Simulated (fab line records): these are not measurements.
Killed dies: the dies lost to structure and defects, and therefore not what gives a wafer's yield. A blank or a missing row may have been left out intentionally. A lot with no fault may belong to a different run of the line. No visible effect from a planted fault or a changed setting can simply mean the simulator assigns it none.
Which tool is to blame?	flow nandHarc	24 lots, 72 wafers sampled, at 6 steps of a route of 1302

== WHAT THE GAUGES SHOWED, per wafer ==
No reading from a measuring or inspecting step in the record can be judged against a usual standard deviation.

== WHICH TOOL RAN EACH LOT (tool, then ch and the chambers of the sampled wafers, then the start) ==
lot	NHARC_A_CONTACT_ETCH_116	NHARC_A_CONTACT_ETCH_120	NHARC_A_CONTACT_ETCH_123	NHARC_A_CONTACT_ETCH_90	NHARC_A_CONTACT_ETCH_78	NHARC_A_CONTACT_ETCH_130
L074	harCapEtch-02 ch 0,1, day 22 01:50	harCapEtch-02 ch 0,1, day 22 02:45	harCapEtch-02 ch 0,1, day 22 03:31	rieDiel-02 ch 0,1,2, day 22 04:32	rieDiel-12 ch 0,1,3, day 22 12:56 or earlier	harCapEtch-01 ch 0,1, day 22 12:56
L075	harCapEtch-03 ch 0,1, day 22 02:17	harCapEtch-03 ch 0,1, day 22 02:58	harCapEtch-03 ch 0,1, day 22 03:29	rieDiel-05 ch 0,1,3, day 22 04:29	rieDiel-12 ch 0,2, day 22 13:35 or earlier	harCapEtch-03 ch 0,1, day 22 13:35
L076	harCapEtch-02 ch 0,1, day 22 07:05	harCapEtch-02 ch 0,1, day 22 07:59	harCapEtch-02 ch 0,1, day 22 08:45	rieDiel-12 ch 0,1,3, day 22 09:49	rieDiel-02 ch 1,3, day 22 18:09 or earlier	harCapEtch-02 ch 0,1, day 22 18:09
L077	harCapEtch-01 ch 0,1, day 23 07:58	harCapEtch-01 ch 0,1, day 23 08:39	harCapEtch-01 ch 0,1, day 23 09:17	rieDiel-02 ch 0,2,3, day 23 10:08	rieDiel-05 ch 0,1,2, day 23 18:56 or earlier	harCapEtch-02 ch 0,1, day 23 18:56
L079	harCapEtch-03 ch 0,1, day 23 16:01	harCapEtch-03 ch 0,1, day 23 16:41	harCapEtch-03 ch 0,1, day 23 17:12	rieDiel-02 ch 0,1,3, day 23 18:11	rieDiel-02 ch 0,1,2, day 24 05:56 or earlier	harCapEtch-02 ch 0,1, day 24 05:56
L078	harCapEtch-03 ch 0,1, day 24 05:34	harCapEtch-03 ch 0,1, day 24 06:14	harCapEtch-03 ch 0,1, day 24 06:56	rieDiel-05 ch 0,1,3, day 24 07:42	rieDiel-05 ch 0,1, day 24 19:19 or earlier	harCapEtch-03 ch 0,1, day 24 19:19
L081	harCapEtch-01 ch 0,1, day 24 13:07	harCapEtch-01 ch 0,1, day 24 13:48	harCapEtch-01 ch 0,1, day 24 14:19	rieDiel-05 ch 0,1,2, day 24 15:20	rieDiel-05 ch 1,2,3, day 25 02:20 or earlier	harCapEtch-01 ch 0,1, day 25 02:20
L082	harCapEtch-02 ch 0,1, day 25 00:52	harCapEtch-02 ch 0,1, day 25 01:32	harCapEtch-02 ch 0,1, day 25 02:04	rieDiel-12 ch 1,2,3, day 25 03:02	rieDiel-02 ch 0,1,3, day 25 11:01 or earlier	harCapEtch-03 ch 0,1, day 25 11:01
L080	harCapEtch-03 ch 0,1, day 25 04:05	harCapEtch-03 ch 0,1, day 25 04:47	harCapEtch-03 ch 0,1, day 25 05:25	rieDiel-02 ch 0,1,2, day 25 06:14	rieDiel-12 ch 0,2,3, day 25 16:40 or earlier	harCapEtch-02 ch 0,1, day 25 16:40
L083	harCapEtch-01 ch 1, day 25 07:23	harCapEtch-01 ch 1, day 25 08:04	harCapEtch-01 ch 1, day 25 08:39	rieDiel-12 ch 1,2, day 25 09:32	rieDiel-02 ch 0,1,3, day 25 17:57 or earlier	harCapEtch-03 ch 0,1, day 25 17:57
L084	harCapEtch-01 ch 0,1, day 25 12:38	harCapEtch-01 ch 0,1, day 25 13:19	harCapEtch-01 ch 0,1, day 25 13:49	rieDiel-02 ch 0,1,2, day 25 14:49	rieDiel-05 ch 0,1,3, day 25 23:28 or earlier	harCapEtch-02 ch 0,1, day 25 23:28
L085	harCapEtch-02 ch 0,1, day 26 04:52	harCapEtch-02 ch 0,1, day 26 05:32	harCapEtch-02 ch 0,1, day 26 06:07	rieDiel-05 ch 1,2,3, day 26 07:01	rieDiel-05 ch 0,1, day 26 19:15 or earlier	harCapEtch-03 ch 0,1, day 26 19:15
L086	harCapEtch-01 ch 0,1, day 26 11:54	harCapEtch-01 ch 0,1, day 26 12:35	harCapEtch-01 ch 0,1, day 26 13:13	rieDiel-05 ch 0,1, day 26 14:01	rieDiel-02 ch 1,2,3, day 27 03:29 or earlier	harCapEtch-01 ch 0,1, day 27 03:29
L087	harCapEtch-02 ch 0,1, day 26 14:10	harCapEtch-02 ch 0,1, day 26 15:04	harCapEtch-02 ch 0,1, day 26 15:46	rieDiel-02 ch 0,2,3, day 26 16:55	rieDiel-02 ch 0,1,3, day 27 05:54 or earlier	harCapEtch-03 ch 0,1, day 27 05:54
L088	harCapEtch-03 ch 0,1, day 27 22:40	harCapEtch-03 ch 0,1, day 27 23:21	harCapEtch-03 ch 0,1, day 27 23:55	rieDiel-05 ch 1,2, day 28 00:49	rieDiel-05 ch 0,3, day 28 09:02 or earlier	harCapEtch-02 ch 0,1, day 28 09:02
L089	harCapEtch-01 ch 0,1, day 27 23:53	harCapEtch-01 ch 0,1, day 28 00:34	harCapEtch-01 ch 0,1, day 28 01:09	rieDiel-05 ch 0,2, day 28 02:02	rieDiel-05 ch 0,1,3, day 28 10:57 or earlier	harCapEtch-03 ch 0, day 28 10:57
L090	harCapEtch-01 ch 0,1, day 28 15:07	harCapEtch-01 ch 0,1, day 28 15:48	harCapEtch-01 ch 0,1, day 28 16:22	rieDiel-05 ch 1,3, day 28 17:16	rieDiel-05 ch 0,2,3, day 29 03:31 or earlier	harCapEtch-03 ch 0,1, day 29 03:31
L091	harCapEtch-02 ch 0,1, day 28 15:26	harCapEtch-02 ch 0,1, day 28 16:07	harCapEtch-02 ch 0,1, day 28 16:38	rieDiel-05 ch 0,1,2, day 28 17:38	rieDiel-05 ch 0,3, day 29 04:50 or earlier	harCapEtch-01 ch 0,1, day 29 04:50
L092	harCapEtch-02 ch 0,1, day 28 23:50	harCapEtch-02 ch 0,1, day 29 00:32	harCapEtch-02 ch 0,1, day 29 01:02	rieDiel-02 ch 0,2,3, day 29 02:01	rieDiel-05 ch 0,1,2, day 29 10:32 or earlier	harCapEtch-02 ch 0,1, day 29 10:32
L093	harCapEtch-02 ch 0,1, day 29 15:16	harCapEtch-02 ch 0,1, day 29 15:56	harCapEtch-02 ch 0,1, day 29 16:34	rieDiel-05 ch 1,2,3, day 29 17:24	rieDiel-05 ch 1,2,3, day 30 02:35 or earlier	harCapEtch-03 ch 0,1, day 30 02:35
L096	harCapEtch-01 ch 0,1, day 29 23:17	harCapEtch-01 ch 0,1, day 29 23:58	harCapEtch-01 ch 0,1, day 30 00:32	rieDiel-12 ch 0,1,2, day 30 01:26	rieDiel-12 ch 0,1,2, day 30 09:48 or earlier	harCapEtch-02 ch 0,1, day 30 09:48
L094	harCapEtch-02 ch 0,1, day 29 23:31	harCapEtch-02 ch 0,1, day 30 00:11	harCapEtch-02 ch 0,1, day 30 00:46	rieDiel-05 ch 0,1,2, day 30 01:39	rieDiel-05 ch 0,1,3, day 30 10:08 or earlier	harCapEtch-03 ch 0,1, day 30 10:08
L095	harCapEtch-01 ch 0,1, day 30 03:24	harCapEtch-01 ch 0,1, day 30 04:05	harCapEtch-01 ch 0,1, day 30 04:43	rieDiel-05 ch 0,3, day 30 05:31	rieDiel-05 ch 0,1,2, day 30 16:03 or earlier	harCapEtch-02 ch 0,1, day 30 16:03
L097	harCapEtch-01 ch 0,1, day 31 10:51	harCapEtch-01 ch 0,1, day 31 11:32	harCapEtch-01 ch 0,1, day 31 12:10	rieDiel-05 ch 1,2, day 31 13:00	rieDiel-12 ch 0,1,3, day 31 21:20 or earlier	harCapEtch-02 ch 0,1, day 31 21:20
- NHARC_A_CONTACT_ETCH_116: etches the open film in C4F8/O2/Ar, time 190 s, target depth 1850 nm.
- NHARC_A_CONTACT_ETCH_120: etches the open film in C4F8/O2/Ar, time 190 s, target depth 1850 nm.
- NHARC_A_CONTACT_ETCH_123: etches the open film in C4F8/O2/Ar, time 490 s, target depth 2110 nm.
- NHARC_A_CONTACT_ETCH_90: etches the open film in CH3F/O2, target depth 40 nm, time 85.7 s.
- NHARC_A_CONTACT_ETCH_78: etches the open film in O2/COS, target depth 5300 nm, time 1378 s.
- NHARC_A_CONTACT_ETCH_130: etches the open film in C4F8/O2/Ar, time 197 s, target depth 1918 nm.

== AS READ BY THE TOOLS THEMSELVES (means over the sampled wafers that have a number; for cases with no such wafer, the mark the record gives instead) ==
NHARC_A_CONTACT_ETCH_90.
lot	tool	drypumpMotorCurrentA (A)	oesProductAu (a.u.)	rfVppV (V)	showerheadPlenumPTorr (Torr)	throttleValvePct (%)
L074	rieDiel-02	5.8	1.00	245.7	2.56	20.657
L075	rieDiel-05	6.0	1.00	244.8	2.46	20.666
L076	rieDiel-12	5.7	1.01	244.0	2.41	20.669
L077	rieDiel-02	6.1	0.93	244.1	2.46	20.662
L079	rieDiel-02	5.6	0.92	244.6	2.54	20.658
L078	rieDiel-05	6.0	0.93	244.2	2.45	20.660
L081	rieDiel-05	6.0	0.99	243.7	2.41	20.664
L082	rieDiel-12	5.8	0.92	245.4	2.52	20.664
L080	rieDiel-02	5.8	1.00	245.1	2.55	20.666
L083	rieDiel-12	5.6	0.93	245.8	2.56	20.655
L084	rieDiel-02	5.8	0.93	245.1	2.55	20.666
L085	rieDiel-05	5.9	0.92	244.6	2.48	20.667
L086	rieDiel-05	6.1	0.99	243.0	2.37	20.663
L087	rieDiel-02	6.1	0.99	242.9	2.45	20.659
L088	rieDiel-05	5.9	0.98	244.0	2.45	20.664
L089	rieDiel-05	5.9	0.99	242.3	2.35	20.651
L090	rieDiel-05	6.0	0.98	245.2	2.54	20.667
L091	rieDiel-05	6.0	0.92	243.4	2.41	20.663
L092	rieDiel-02	6.1	0.93	243.8	2.44	20.662
L093	rieDiel-05	5.9	0.94	245.3	2.48	20.662
L096	rieDiel-12	5.5	0.92	245.5	2.56	20.661
L094	rieDiel-05	6.0	0.99	243.3	2.40	20.659
L095	rieDiel-05	5.9	0.97	242.7	2.34	20.645
L097	rieDiel-05	6.0	0.92	243.6	2.44	20.671

NHARC_A_CONTACT_ETCH_78.
lot	tool	drypumpMotorCurrentA (A)	oesProductAu (a.u.)	rfVppV (V)	showerheadPlenumPTorr (Torr)	throttleValvePct (%)
L074	rieDiel-12	5.7	0.997	313.2	3.06	28.338
L075	rieDiel-12	5.0	1.011	313.3	3.07	28.326
L076	rieDiel-02	5.7	0.996	313.7	3.12	28.328
L077	rieDiel-05	6.0	1.010	313.4	3.07	28.333
L079	rieDiel-02	5.8	1.001	315.7	3.24	28.326
L078	rieDiel-05	6.1	1.011	313.7	3.13	28.323
L081	rieDiel-05	5.9	0.992	314.1	3.15	28.330
L082	rieDiel-02	5.6	1.006	315.4	3.22	28.329
L080	rieDiel-12	5.3	1.003	314.7	3.14	28.327
L083	rieDiel-02	5.6	1.001	316.1	3.21	28.325
L084	rieDiel-05	6.0	0.984	313.2	3.11	28.332
L085	rieDiel-05	6.1	0.987	314.3	3.13	28.338
L086	rieDiel-02	5.8	0.995	314.0	3.12	28.332
L087	rieDiel-02	5.6	0.997	314.9	3.21	28.331
L088	rieDiel-05	5.8	0.992	314.7	3.08	28.323
L089	rieDiel-05	6.0	0.980	314.0	3.11	28.323
L090	rieDiel-05	5.9	0.990	312.2	3.03	28.332
L091	rieDiel-05	5.9	0.981	313.6	3.08	28.331
L092	rieDiel-05	6.0	0.998	313.2	3.05	28.322
L093	rieDiel-05	6.0	0.990	314.3	3.15	28.329
L096	rieDiel-12	5.5	1.001	315.9	3.24	28.335
L094	rieDiel-05	6.0	0.989	314.5	3.10	28.327
L095	rieDiel-05	6.0	0.985	314.2	3.05	28.328
L097	rieDiel-12	5.7	0.996	315.6	3.18	28.330

== THE ANSWER, worked out from the rows above alone ==
Rule: the usual values come from the lots themselves. Put in order of their means at a reading, lots are off if they are a third of the lots or fewer, leave a main group of 4 or more, and stand apart from it by a gap of 3 or more times the standard deviation of the main group's means; of several such gaps the widest counts. A main group is skipped when, at the precision printed for the reading in the tables above, its means are all equal. Also off: a lot with no number at a reading for which 4 or more lots have one. All remaining lots with rows at the step are treated as sound. First the gauges in route order, then the tools' own readings, where a lot's mean is used as printed above. The first step at which some lot is off is used, and at that step the reading that is off furthest; a lot without a number counts as furthest.
None of the lots is off at any reading shown; this tells nothing.

== WHAT THE SIMULATOR HAD INSERTED ==
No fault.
